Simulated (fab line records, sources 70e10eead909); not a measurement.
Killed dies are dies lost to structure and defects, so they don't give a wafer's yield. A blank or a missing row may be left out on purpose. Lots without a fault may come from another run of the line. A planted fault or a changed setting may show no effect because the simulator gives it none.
fab line records | flow nand_harc
record lots=24 wafers=72 last_day=25
route steps=1159 shown A_ONON_D1@443 A_CHANNEL_HOLE_D1@475 A_CHANNEL_FILL_D1@500
lots that met no fault: from a run of the same line without faults
start_h: hours from the record's first day to the start of the lot's first wafer shown | wait_h: hours since the lot's step before | " the same as in the row above | L1.1+2: a row that stands for several wafers | - no value, or no start given | * or withheld: withheld | < > ~ a bound
route shown NAME@n: a module of which the file shows steps, and the number in the route of the first | usual: mean/standard deviation of fault-free wafers | same: alike in all rows | chamber/n: place in a boat | sites: the reading at each site | _std_site: their standard deviation | _edge_site: outer sites' mean less inner sites' | radius_mm: how far each site lies from the wafer's centre | mask NAME#n: copy n | behind: the tool/chamber that last shaped the wafer | hold: why the lot was held/for how many hours/how that ended | device: the transistor (n, p or np) that didn't switch | end of line: the same wafers' tests at the end of the route | a step without rows: its recipe alone | killed: dies lost to structure and defects at the first sort, not the wafer's yield | map: a wafer's dies, x killed, . not, _ none there
set.NAME: the setting as run; set.NAME@STEP: as run at that earlier step | model.NAME: the simulator's own value behind a step, which no gauge read
steps of the route over a sample of lots; a table a step, a row a wafer
services: from which hour (start_h, from the record's first day; less than 0 if before it) a tool's chamber was out of use, for how many hours, and why
## steps
# step NHARC_A_ONON_D1_THK_MEAS_27
# recipe thk_meas_gauge=ellipsometry
# usual thk_nm=1001/9.2
# columns lot.wafer tool chamber start_h wait_h thk_nm
L074.3 film_metro-02 - 157.48 - 995
L074.5 " - " " 997
L074.6 " - " " 994
L075.2 film_metro-02 - 176.52 - 1001
L075.3 " - " " 1000
L075.5 " - " " 1000
L076.2 film_metro-01 - 176.52 - 998
L076.5 " - " " 998
L076.6 " - " " 999
L077.2 film_metro-02 - 176.53 - 1011
L077.3 " - " " 1013
L077.5 " - " " 1013
L078.2 film_metro-02 - 200.36 - 1000
L078.3 " - " " 999
L078.6 " - " " 997
L079.1 film_metro-01 - 200.40 - 1003
L079.4 " - " " 1004
L079.6 " - " " 1004
L080.2 film_metro-01 - 212.50 - 1006
L080.4 " - " " 1007
L080.5 " - " " 1007
L081.1 film_metro-01 - 219.71 - 995
L081.4 " - " " 998
L081.6 " - " " 996
L083.1 film_metro-02 - 219.76 - 990
L083.2 " - " " 990
L083.5 " - " " 990
L082.2 film_metro-01 - 219.91 - 988
L082.3 " - " " 990
L082.4 " - " " 988
L084.1 film_metro-02 - 229.86 - 995
L084.2 " - " " 992
L084.4 " - " " 994
L087.1 film_metro-02 - 244.01 - 1010
L087.3 " - " " 1011
L087.5 " - " " 1013
L085.1 film_metro-01 - 244.02 - 1005
L085.3 " - " " 1006
L085.6 " - " " 1006
L088.1 film_metro-02 - 244.03 - 1013
L088.2 " - " " 1015
L088.4 " - " " 1013
L086.3 film_metro-02 - 259.42 - 986
L086.5 " - " " 987
L086.6 " - " " 985
L090.1 film_metro-02 - 265.71 - 1008
L090.4 " - " " 1008
L090.6 " - " " 1007
L089.2 film_metro-01 - 265.72 - 1007
L089.4 " - " " 1006
L089.5 " - " " 1004
L093.1 film_metro-02 - 273.44 - 992
L093.4 " - " " 991
L093.5 " - " " 991
L092.1 film_metro-01 - 273.45 - 994
L092.3 " - " " 992
L092.4 " - " " 993
L091.1 film_metro-02 - 273.45 - 1009
L091.2 " - " " 1008
L091.3 " - " " 1009
L095.2 film_metro-01 - 286.68 - 1001
L095.5 " - " " 1002
L095.6 " - " " 1001
L094.2 film_metro-01 - 286.89 - 1020
L094.4 " - " " 1019
L094.6 " - " " 1019
L097.1 film_metro-01 - 296.49 - 1014
L097.2 " - " " 1014
L097.5 " - " " 1015
L096.1 film_metro-02 - 296.52 - 989
L096.5 " - " " 988
L096.6 " - " " 988
# step NHARC_A_ONON_D1_DEP_33
# recipe target_thk_a=2000 temp_c=400 pressure_torr=6.5 rf_w=900 teos_flow_sccm=161.4 flow_sccm=2650 target_thk_nm=200 gas=O2 material=SiO2
# usual heater_power_w=556/90 throttle_valve_pct=16.1/0.56
# columns lot.wafer tool chamber start_h wait_h heater_power_w throttle_valve_pct
L074.3 pecvd-03 1 158.19 0.1 593 16.1
L074.6 " 0 " " 576 16.3
L074.5 " 1 " " 613 16.2
L075.3 pecvd-02 0 177.16 0.1 449 15.5
L075.2 " 1 " " 449 16.6
L075.5 " 2 " " 605 15.1
L077.2 pecvd-03 0 177.22 0.1 546 16.4
L077.3 " 1 " " 626 15.9
L077.5 " 1 " " 629 15.9
L076.2 pecvd-01 1 177.26 0.1 577 15.3
L076.5 " 0 " " 667 16.6
L076.6 " 1 " " 559 15.2
L078.3 pecvd-03 1 201.03 0.1 571 16.3
L078.2 " 2 " " 388 16.7
L078.6 " 1 " " 574 15.9
L079.1 pecvd-01 1 201.12 0.1 603 15.5
L079.6 " 2 " " 628 15.9
L079.4 " 1 " " 602 15.5
L080.2 pecvd-02 2 213.22 0.1 631 15.1
L080.5 " 0 " " 483 15.7
L080.4 " 2 " " 654 15.1
L083.1 pecvd-01 0 220.39 0.1 777 16.5
L083.2 " 2 " " 655 16.0
L083.5 " 0 " " 785 16.4
L081.1 pecvd-02 0 220.43 0.1 550 15.6
L081.4 " 2 " " 611 14.8
L081.6 " 0 " " 427 15.5
L082.3 pecvd-03 1 220.53 0.1 663 16.4
L082.2 " 2 " " 476 17.0
L082.4 " 1 " " 674 16.1
L084.1 pecvd-01 1 230.49 0.1 600 15.3
L084.2 " 0 " " 720 16.7
L084.4 " 1 " " 593 15.4
L087.1 pecvd-02 1 244.75 0.2 402 16.7
L087.3 " 0 " " 538 15.7
L087.5 " 1 " " 411 16.1
L088.2 pecvd-02 2 245.03 0.4 563 15.2
L088.1 " 1 " " 477 16.6
L088.4 " 0 " " 575 15.5
L085.3 pecvd-03 1 245.04 0.4 572 16.1
L085.1 " 2 " " 502 16.9
L085.6 " 2 " " 498 17.0
L086.3 pecvd-01 1 260.08 0.1 582 15.3
L086.6 " 0 " " 794 16.4
L086.5 " 1 " " 572 15.6
L089.2 pecvd-02 2 266.39 0.1 598 15.1
L089.5 " 1 " " 496 16.6
L089.4 " 2 " " 590 15.4
L090.1 pecvd-03 1 266.43 0.1 603 16.3
L090.4 " 0 " " 528 16.5
L090.6 " 1 " " 626 16.3
L093.1 pecvd-03 1 274.06 0.1 665 16.4
L093.5 " 1 " " 658 16.1
L093.4 " 0 " " 586 16.3
L091.1 pecvd-02 1 274.07 0.1 497 16.6
L091.2 " 2 " " 588 15.1
L091.3 " 0 " " 439 15.6
L092.3 pecvd-01 2 274.08 0.1 520 16.6
L092.1 " 1 " " 559 15.3
L092.4 " 1 " " 571 15.0
L095.2 pecvd-02 2 287.30 0.1 575 15.4
L095.5 " 2 " " 590 15.5
L095.6 " 0 " " 474 15.8
L094.2 pecvd-03 2 287.52 0.1 487 17.1
L094.6 " 2 " " 497 16.7
L094.4 " 0 " " 508 16.5
L097.1 pecvd-03 0 297.15 0.1 436 16.4
L097.2 " 1 " " 554 16.5
L097.5 " 1 " " 588 16.5
L096.1 pecvd-01 1 297.16 0.1 552 15.4
L096.5 " 1 " " 569 15.3
L096.6 " 2 " " 539 16.5
# step NHARC_A_CHANNEL_HOLE_D1_ETCH_23
# recipe bias_v=5000 source_w=withheld pressure_mtorr=20 time_s=819 ar_flow_sccm=375 c4f8_flow_sccm=89.3 o2_flow_sccm=35.7 temp_c=-20 target_depth_a=16000 chemistry=C4F8/O2/Ar
# usual drypump_motor_current_A=5.3/0.45 showerhead_plenum_p_Torr=3.67/0.071 throttle_valve_pct=32.156/0.0091
# columns lot.wafer tool chamber start_h wait_h drypump_motor_current_A rf_hours_counter_h showerhead_plenum_p_Torr throttle_valve_pct
L074.3 har_etch-02 0 164.35 0.5 5.8 - 3.78 32.162
L074.6 " 0 " " 5.8 - 3.78 32.157
L074.5 " 1 " " 4.8 - 3.69 32.150
L075.2 har_etch-02 1 187.05 0.5 4.8 106 3.68 32.155
L075.3 " 0 " " 5.8 - 3.78 32.154
L075.5 " 0 " " 5.8 - 3.78 32.158
L077.2 har_etch-01 1 187.74 0.5 4.9 195 3.58 32.160
L077.3 " 1 " " 4.9 - 3.58 32.165
L077.5 " 1 " " 4.9 - 3.58 32.157
L076.2 har_etch-02 0 191.34 0.5 5.7 110 3.78 32.156
L076.6 " 1 " " 4.8 - 3.68 32.179
L076.5 " 0 " " 5.8 - 3.78 32.180
L078.2 har_etch-01 0 207.48 0.5 5.7 202 3.68 32.150
L078.3 " 0 " " 5.7 - 3.68 32.156
L078.6 " 1 " " 4.9 - 3.58 32.138
L079.1 har_etch-02 0 208.32 0.5 5.8 115 3.77 32.159
L079.4 " 0 " " 5.8 - 3.77 32.148
L079.6 " 0 " " 5.8 - 3.77 32.151
L080.2 har_etch-01 1 219.17 0.5 4.9 206 3.57 32.146
L080.4 " 1 " " 4.9 - 3.57 32.159
L080.5 " 1 " " 4.9 - 3.57 32.170
L083.1 har_etch-02 1 226.53 0.5 4.8 119 3.68 32.168
L083.2 " 0 " " 5.8 119 3.77 32.147
L083.5 " 1 " " 4.8 - 3.68 32.153
L081.1 har_etch-01 1 226.56 0.5 4.9 210 3.57 32.156
L081.4 " 1 " " 4.9 - 3.57 32.161
L081.6 " 0 " " 5.7 - 3.68 32.172
L082.2 har_etch-02 1 230.69 0.5 4.8 123 3.67 32.157
L082.4 " 1 " " 4.8 - 3.67 32.174
L082.3 " 0 " " 5.8 - 3.77 32.155
L084.1 har_etch-01 1 239.71 0.5 4.9 220 3.57 32.131
L084.2 " 0 " " 5.7 220 3.67 32.156
L084.4 " 1 " " 4.9 - 3.57 32.164
L087.1 har_etch-01 1 252.41 0.5 4.9 224 3.56 32.149
L087.3 " 0 " " 5.7 - 3.67 32.160
L087.5 " 0 " " 5.7 - 3.67 32.161
L085.1 har_etch-02 1 252.87 0.5 4.8 133 3.67 32.176
L085.3 " 0 " " 5.8 - 3.76 32.157
L085.6 " 1 " " 4.8 - 3.67 32.170
L088.2 har_etch-01 1 256.58 0.5 4.9 228 3.56 32.167
L088.1 " 0 " " 5.7 228 3.67 32.152
L088.4 " 1 " " 4.9 - 3.56 32.148
L086.3 har_etch-01 0 266.29 0.5 5.7 - 3.66 32.154
L086.6 " 0 " " 5.7 - 3.66 32.150
L086.5 " 1 " " 4.9 - 3.56 32.160
L090.1 har_etch-01 0 272.16 0.5 5.7 236 3.66 32.166
L090.4 " 0 " " 5.7 - 3.66 32.148
L090.6 " 0 " " 5.7 - 3.66 32.162
L089.2 har_etch-02 0 274.02 0.5 5.7 143 3.76 32.152
L089.4 " 0 " " 5.8 - 3.76 32.154
L089.5 " 0 " " 5.8 - 3.76 32.149
L093.1 har_etch-02 0 280.54 0.5 5.8 147 3.76 32.156
L093.4 " 1 " " 4.8 - 3.66 32.162
L093.5 " 0 " " 5.8 - 3.76 32.150
L091.2 har_etch-01 1 281.54 0.5 4.9 243 3.55 32.143
L091.1 " 0 " " 5.7 243 3.66 32.158
L091.3 " 0 " " 5.7 - 3.66 32.153
L092.1 har_etch-02 1 284.71 0.5 4.8 151 3.66 32.150
L092.4 " 1 " " 4.8 - 3.66 32.143
L092.3 " 0 " " 5.8 - 3.75 32.137
L095.2 har_etch-01 0 293.48 0.5 5.7 246 3.66 32.156
L095.6 " 1 " " 4.9 - 3.55 32.164
L095.5 " 0 " " 5.7 - 3.66 32.152
L094.2 har_etch-02 0 293.70 0.5 5.8 154 3.75 32.164
L094.4 " 1 " " 4.8 - 3.66 32.162
L094.6 " 0 " " 5.8 - 3.75 32.166
L097.1 har_etch-02 0 306.34 0.5 5.8 160 3.75 32.155
L097.2 " 1 " " 4.8 160 3.65 32.151
L097.5 " 1 " " 4.8 - 3.65 32.151
L096.1 har_etch-02 1 310.51 0.5 4.8 164 3.65 32.154
L096.5 " 1 " " 4.8 - 3.65 32.147
L096.6 " 0 " " 5.8 - 3.75 32.158
# step NHARC_A_CHANNEL_HOLE_D1_ETCH_26
# recipe bias_v=300 source_w=2000 pressure_mtorr=30 time_s=224.1 ar_flow_sccm=375 c4f8_flow_sccm=11.4 o2_flow_sccm=113.6 temp_c=-20 target_depth_a=3000 chemistry=C4F8/O2/Ar
# usual drypump_motor_current_A=5.3/0.45 showerhead_plenum_p_Torr=3.71/0.075 throttle_valve_pct=24.583/0.0093
# columns lot.wafer tool chamber start_h wait_h drypump_motor_current_A rf_hours_counter_h showerhead_plenum_p_Torr throttle_valve_pct
L074.3 har_etch-02 0 166.53 0.5 5.8 - 3.83 24.591
L074.6 " 0 " " 5.8 - 3.83 24.573
L074.5 " 1 " " 4.8 - 3.73 24.590
L075.2 har_etch-02 1 189.40 0.7 4.8 108 3.73 24.564
L075.3 " 0 " " 5.8 - 3.83 24.574
L075.5 " 0 " " 5.8 - 3.83 24.599
L077.2 har_etch-01 1 190.06 0.7 4.9 198 3.62 24.595
L077.3 " 1 " " 4.9 - 3.62 24.577
L077.5 " 1 " " 4.9 - 3.62 24.570
L076.2 har_etch-02 0 193.60 0.6 5.8 112 3.83 24.594
L076.6 " 1 " " 4.8 - 3.73 24.586
L076.5 " 0 " " 5.8 - 3.83 24.575
L078.2 har_etch-01 0 209.85 0.7 5.7 204 3.72 24.593
L078.3 " 0 " " 5.7 - 3.72 24.584
L078.6 " 1 " " 4.9 - 3.61 24.588
L079.1 har_etch-02 0 210.66 0.7 5.8 117 3.82 24.571
L079.4 " 0 " " 5.8 - 3.82 24.590
L079.6 " 0 " " 5.7 - 3.82 24.592
L080.2 har_etch-01 1 221.43 0.6 4.9 208 3.61 24.575
L080.4 " 1 " " 4.9 - 3.61 24.577
L080.5 " 1 " " 4.9 - 3.61 24.571
L083.1 har_etch-02 1 228.88 0.7 4.8 121 3.72 24.580
L083.2 " 0 " " 5.7 121 3.82 24.590
L083.5 " 1 " " 4.8 - 3.72 24.591
L081.1 har_etch-01 1 228.92 0.7 4.9 212 3.61 24.587
L081.4 " 1 " " 4.9 - 3.61 24.570
L081.6 " 0 " " 5.7 - 3.72 24.586
L082.2 har_etch-02 1 233.03 0.7 4.8 125 3.72 24.580
L082.4 " 1 " " 4.8 - 3.72 24.583
L082.3 " 0 " " 5.8 - 3.82 24.586
L084.1 har_etch-01 1 242.03 0.7 4.9 222 3.60 24.580
L084.2 " 0 " " 5.7 222 3.71 24.572
L084.4 " 1 " " 4.9 - 3.60 24.595
L087.1 har_etch-01 1 254.75 0.7 4.9 226 3.60 24.579
L087.3 " 0 " " 5.7 - 3.71 24.580
L087.5 " 0 " " 5.7 - 3.71 24.586
L085.1 har_etch-02 1 255.20 0.7 4.8 135 3.71 24.582
L085.3 " 0 " " 5.8 - 3.81 24.576
L085.6 " 1 " " 4.8 - 3.71 24.585
L088.2 har_etch-01 1 258.92 0.7 4.9 230 3.60 24.580
L088.1 " 0 " " 5.7 230 3.71 24.585
L088.4 " 1 " " 4.9 - 3.60 24.578
L086.3 har_etch-01 0 269.34 0.5 5.7 - 3.71 24.586
L086.6 " 0 " " 5.7 - 3.71 24.599
L086.5 " 1 " " 4.8 - 3.60 24.592
L090.1 har_etch-01 0 274.51 0.7 5.7 238 3.70 24.584
L090.4 " 0 " " 5.7 - 3.70 24.569
L090.6 " 0 " " 5.7 - 3.70 24.576
L089.2 har_etch-02 0 276.36 0.7 5.8 145 3.81 24.581
L089.4 " 0 " " 5.8 - 3.81 24.591
L089.5 " 0 " " 5.8 - 3.81 24.590
L093.1 har_etch-02 0 282.89 0.7 5.8 149 3.80 24.584
L093.4 " 1 " " 4.8 - 3.70 24.587
L093.5 " 0 " " 5.8 - 3.80 24.577
L091.2 har_etch-01 1 283.87 0.7 4.9 245 3.59 24.596
L091.1 " 0 " " 5.7 245 3.70 24.571
L091.3 " 0 " " 5.7 - 3.70 24.588
L092.1 har_etch-02 1 287.05 0.7 4.8 153 3.70 24.579
L092.4 " 1 " " 4.8 - 3.70 24.584
L092.3 " 0 " " 5.8 - 3.80 24.592
L095.2 har_etch-01 0 295.77 0.6 5.7 249 3.70 24.580
L095.6 " 1 " " 4.9 - 3.59 24.583
L095.5 " 0 " " 5.7 - 3.70 24.585
L094.2 har_etch-02 0 296.03 0.7 5.8 157 3.80 24.589
L094.4 " 1 " " 4.8 - 3.70 24.575
L094.6 " 0 " " 5.8 - 3.80 24.581
L097.1 har_etch-02 0 308.69 0.7 5.8 162 3.80 24.572
L097.2 " 1 " " 4.8 162 3.70 24.593
L097.5 " 1 " " 4.8 - 3.70 24.588
L096.1 har_etch-02 1 312.86 0.7 4.8 166 3.69 24.590
L096.5 " 1 " " 4.8 - 3.69 24.600
L096.6 " 0 " " 5.8 - 3.79 24.581
# step NHARC_A_CHANNEL_FILL_D1_ETCHBACK_20
# recipe target_depth_a=270 time_s=13.5 c4f8_flow_sccm=withheld o2_flow_sccm=8 ar_flow_sccm=withheld rf_w=600 bias_w=1500 chemistry=C4F8/O2/Ar
# usual oes_product_au=0.96/0.038 rf_vpp_V=978/4.6
# columns lot.wafer tool chamber start_h wait_h oes_product_au rf_hours_counter_h rf_vpp_V
L074.3 rie_diel-07 2 192.75 - 0.92 5 977
L074.5 " 0 " " 0.93 - 982
L074.6 " 1 " " 0.93 - 969
L075.3 rie_diel-12 0 217.03 - 0.99 0 979
L075.2 " 2 " " 1.00 0 977
L075.5 " 0 " " 0.99 - 979
L077.3 rie_diel-07 3 217.03 - 0.92 5 980
L077.2 " 1 " " 0.94 5 969
L077.5 " 2 " " 0.93 - 978
L076.2 rie_diel-12 2 222.02 - 1.01 0 974
L076.5 " 1 " " 1.00 - 985
L076.6 " 2 " " 1.01 - 975
L078.3 rie_diel-12 3 236.45 - 0.93 1 972
L078.2 " 1 " " 0.94 1 984
L078.6 " 1 " " 0.93 - 986
L079.4 rie_diel-04 2 236.46 - 0.91 21 972
L079.1 " 0 " " 0.92 19 984
L079.6 " 2 " " 0.91 - 973
L080.4 rie_diel-12 2 249.62 - 0.97 1 976
L080.2 " 3 " " 0.98 1 973
L080.5 " 0 " " 0.98 - 979
L083.2 rie_diel-07 0 256.39 - 1.00 1 983
L083.1 " 2 " " 1.00 1 978
L083.5 " 3 " " 0.99 - 980
L082.4 rie_diel-12 2 256.39 - 0.99 1 976
L082.2 " 3 " " 0.99 1 973
L082.3 " 1 " " 1.00 1 986
L081.4 rie_diel-04 1 256.41 - 0.92 21 978
L081.1 " 3 " " 0.92 23 986
L081.6 " 1 " " 0.91 - 980
L084.1 rie_diel-12 1 269.33 - 0.99 2 985
L084.2 " 2 " " 0.98 1 976
L084.4 " 3 " " 0.99 - 974
L085.1 rie_diel-12 0 283.39 - 0.99 2 980
L085.3 " 1 " " 1.01 2 985
L085.6 " 0 " " 0.98 - 981
L087.3 rie_diel-07 3 283.43 - 1.01 1 980
L087.1 " 1 " " 1.01 1 970
L087.5 " 3 " " 1.00 - 978
L088.1 rie_diel-12 2 289.36 - 0.98 2 975
L088.2 " 0 " " 0.97 2 980
L088.4 " 1 " " 0.98 2 984
L086.3 rie_diel-12 3 296.40 - 0.99 3 973
L086.5 " 3 " " 0.98 - 973
L086.6 " 0 " " 0.97 - 980
L089.2 rie_diel-04 2 301.35 - 1.00 1 973
L089.4 " 3 " " 1.00 1 985
L089.5 " 1 " " 1.00 - 979
L090.1 rie_diel-07 0 301.35 - 1.01 2 981
L090.4 " 1 " " 1.01 2 970
L090.6 " 0 " " 1.01 - 983
L091.1 rie_diel-07 0 311.20 - 0.93 2 982
L091.3 " 1 " " 0.93 2 970
L091.2 " 2 " " 0.92 2 977
L093.4 rie_diel-12 2 311.21 - 0.93 3 976
L093.1 " 3 " " 0.92 3 974
L093.5 " 2 " " 0.92 - 976
L092.3 rie_diel-12 1 316.24 - 0.93 3 985
L092.1 " 2 " " 0.93 3 975
L092.4 " 3 " " 0.92 3 974
L094.2 rie_diel-12 2 323.64 - 1.00 3 975
L094.4 " 3 " " 0.92 3 972
L094.6 " 2 " " 1.01 - 976
L095.2 rie_diel-07 0 323.65 - 0.93 3 981
L095.5 " 0 " " 0.94 - 982
L095.6 " 1 " " 0.93 - 969
L097.1 rie_diel-12 0 335.95 - 0.91 3 981
L097.2 " 1 " " 0.93 4 985
L097.5 " 3 " " 0.92 - 972
L096.1 rie_diel-12 2 341.36 - 0.91 4 975
L096.5 " 2 " " 0.91 - 976
L096.6 " 3 " " 0.92 - 974
# step NHARC_A_CHANNEL_FILL_D1_STRIP_28
# recipe time_s=20 o2_flow_sccm=500 ar_flow_sccm=0 bias_w=0 chemistry=O2
# usual drypump_motor_current_A=5.8/0.53 oes_product_au=0.999/0.0085 rf_vpp_V=57.7/0.9 showerhead_plenum_p_Torr=3.51/0.12 throttle_valve_pct=17.036/0.0094
# columns lot.wafer tool chamber start_h wait_h drypump_motor_current_A oes_product_au rf_hours_counter_h rf_vpp_V showerhead_plenum_p_Torr throttle_valve_pct
L074.3 rie_diel-07 0 192.83 0.1 6.0 0.989 4 57.6 3.61 17.032
L074.6 " 1 " " 4.6 1.013 - 56.3 3.31 17.037
L074.5 " 2 " " 6.5 0.987 - 58.3 3.51 17.034
L075.2 rie_diel-12 3 217.11 0.1 5.6 1.006 0 57.7 3.40 17.038
L075.3 " 0 " " 6.2 0.996 0 57.9 3.58 17.027
L075.5 " 3 " " 5.7 1.017 - 56.8 3.40 17.033
L077.2 rie_diel-07 3 217.12 0.1 5.4 1.007 5 58.8 3.56 17.027
L077.3 " 0 " " 6.0 0.993 5 57.4 3.61 17.032
L077.5 " 1 " " 4.7 1.006 - 57.4 3.31 17.025
L076.2 rie_diel-12 0 222.10 0.1 6.2 1.004 0 57.3 3.58 17.050
L076.6 " 2 " " 5.3 1.004 - 58.0 3.46 17.043
L076.5 " 3 " " 5.6 1.018 - 59.2 3.40 17.052
L079.4 rie_diel-04 3 236.55 0.1 5.3 0.996 20 58.0 3.71 17.036
L079.1 " 0 " " 5.7 0.995 19 57.7 3.68 17.025
L079.6 " 1 " " 5.7 0.994 - 59.2 3.54 17.037
L078.2 rie_diel-12 0 236.56 0.1 6.1 1.001 1 58.4 3.58 17.035
L078.3 " 3 " " 5.6 1.003 1 55.9 3.40 17.028
L078.6 " 1 " " 6.3 0.998 - 59.3 3.69 17.040
L080.2 rie_diel-12 2 249.70 0.1 5.3 0.987 1 59.4 3.46 17.038
L080.4 " 1 " " 6.4 0.997 1 57.6 3.69 17.035
L080.5 " 3 " " 5.6 0.996 - 58.0 3.40 17.053
L083.1 rie_diel-07 1 256.47 0.1 4.7 0.996 1 57.2 3.31 17.042
L083.2 " 2 " " 6.5 0.999 1 57.4 3.51 17.026
L083.5 " 2 " " 6.5 1.001 - 57.6 3.51 17.027
L082.4 rie_diel-12 3 256.48 0.1 5.7 0.988 1 58.4 3.40 17.032
L082.3 " 0 " " 6.2 0.980 1 58.2 3.58 17.038
L082.2 " 1 " " 6.4 0.994 1 57.9 3.69 17.029
L081.1 rie_diel-04 0 256.51 0.1 5.8 1.000 22 57.1 3.67 17.054
L081.4 " 2 " " 6.7 0.997 24 57.2 3.38 17.060
L081.6 " 0 " " 5.8 1.002 - 58.5 3.67 17.043
L084.2 rie_diel-12 3 269.42 0.1 5.6 1.004 2 57.5 3.40 17.031
L084.1 " 1 " " 6.4 0.999 2 57.1 3.69 17.060
L084.4 " 3 " " 5.7 0.994 - 58.3 3.40 17.030
L085.3 rie_diel-12 2 283.49 0.1 5.3 0.999 2 57.5 3.46 17.035
L085.1 " 3 " " 5.6 0.996 2 57.1 3.40 17.043
L085.6 " 1 " " 6.4 1.006 - 58.0 3.69 17.030
L087.3 rie_diel-07 2 283.51 0.1 6.5 1.015 1 58.1 3.51 17.029
L087.1 " 0 " " 6.0 1.009 1 60.5 3.61 17.033
L087.5 " 3 " " 5.4 1.024 - 57.5 3.56 17.031
L088.2 rie_diel-12 2 289.46 0.1 5.3 0.991 2 58.3 3.46 17.033
L088.4 " 3 " " 5.6 0.994 2 57.9 3.40 17.031
L088.1 " 0 " " 6.2 0.980 2 58.9 3.58 17.029
L086.3 rie_diel-12 3 296.50 0.1 5.7 0.985 3 58.5 3.40 17.041
L086.6 " 1 " " 6.4 0.997 - 57.7 3.69 17.042
L086.5 " 2 " " 5.3 0.990 - 57.0 3.46 17.022
L089.4 rie_diel-04 3 301.43 0.1 5.3 1.001 1 59.3 3.71 17.050
L089.2 " 1 " " 5.7 1.000 1 57.4 3.54 17.043
L089.5 " 2 " " 6.6 0.990 - 58.4 3.38 17.036
L090.4 rie_diel-07 0 301.44 0.1 6.0 0.998 2 56.9 3.61 17.035
L090.1 " 1 " " 4.7 0.999 2 57.8 3.31 17.028
L090.6 " 0 " " 6.0 0.993 - 58.0 3.61 17.037
L091.1 rie_diel-07 2 311.28 0.1 6.5 1.005 2 56.9 3.51 17.048
L091.2 " 3 " " 5.4 1.011 2 57.6 3.56 17.029
L091.3 " 1 " " 4.7 1.017 2 57.9 3.31 17.021
L093.1 rie_diel-12 2 311.30 0.1 5.3 1.010 3 56.3 3.46 17.038
L093.4 " 1 " " 6.4 1.007 3 58.8 3.69 17.035
L093.5 " 3 " " 5.6 0.996 - 56.9 3.40 17.044
L092.3 rie_diel-12 2 316.32 0.1 5.3 1.009 3 57.3 3.46 17.041
L092.4 " 0 " " 6.1 0.987 2 58.0 3.58 17.028
L092.1 " 1 " " 6.4 0.989 3 58.0 3.69 17.039
L094.4 rie_diel-12 0 323.73 0.1 6.2 0.988 3 58.0 3.58 17.027
L094.2 " 2 " " 5.3 0.989 3 57.3 3.46 17.032
L094.6 " 0 " " 6.1 0.984 - 57.1 3.58 17.026
L095.2 rie_diel-07 2 323.74 0.1 6.5 1.009 3 59.2 3.50 17.020
L095.5 " 0 " " 6.0 1.002 - 58.4 3.61 17.037
L095.6 " 1 " " 4.7 1.013 - 56.5 3.31 17.040
L097.2 rie_diel-12 3 336.04 0.1 5.6 0.996 3 57.2 3.40 17.027
L097.1 " 1 " " 6.4 0.999 4 57.5 3.69 17.044
L097.5 " 0 " " 6.2 0.989 - 55.1 3.58 17.030
L096.1 rie_diel-12 2 341.47 0.1 5.3 0.997 4 57.9 3.46 17.031
L096.6 " 3 " " 5.6 1.004 - 56.5 3.40 17.041
L096.5 " 0 " " 6.2 0.991 - 57.3 3.58 17.025
## services
# columns tool chamber start_h hours kind
pecvd-02 2 150.86 4.2 repair
rie_diel-07 3 152.21 17.1 repair
pecvd-01 - 152.58 4.9 repair
pecvd-02 - 153.97 13.0 pm
rie_diel-12 0 156.90 - clean
rie_diel-12 1 156.90 - clean
rie_diel-12 2 156.90 - clean
rie_diel-12 1 173.11 4.4 repair
pecvd-01 0 191.02 3.6 repair
rie_diel-12 - 202.40 9.0 pm
rie_diel-04 1 206.97 14.9 repair
pecvd-01 - 216.68 0.8 repair
rie_diel-07 - 228.20 9.0 pm
rie_diel-12 2 236.14 4.7 repair
pecvd-01 - 237.00 13.0 pm
pecvd-03 - 247.01 0.8 repair
rie_diel-12 0 267.01 12.1 repair
pecvd-02 - 283.94 0.8 repair
rie_diel-04 - 288.90 9.0 pm
pecvd-03 - 300.46 13.0 pm
har_etch-01 - 305.00 17.0 pm
rie_diel-04 - 318.90 0.3 repair
pecvd-02 - 334.97 13.0 pm
rie_diel-07 - 337.75 0.1 repair
## key
fault none
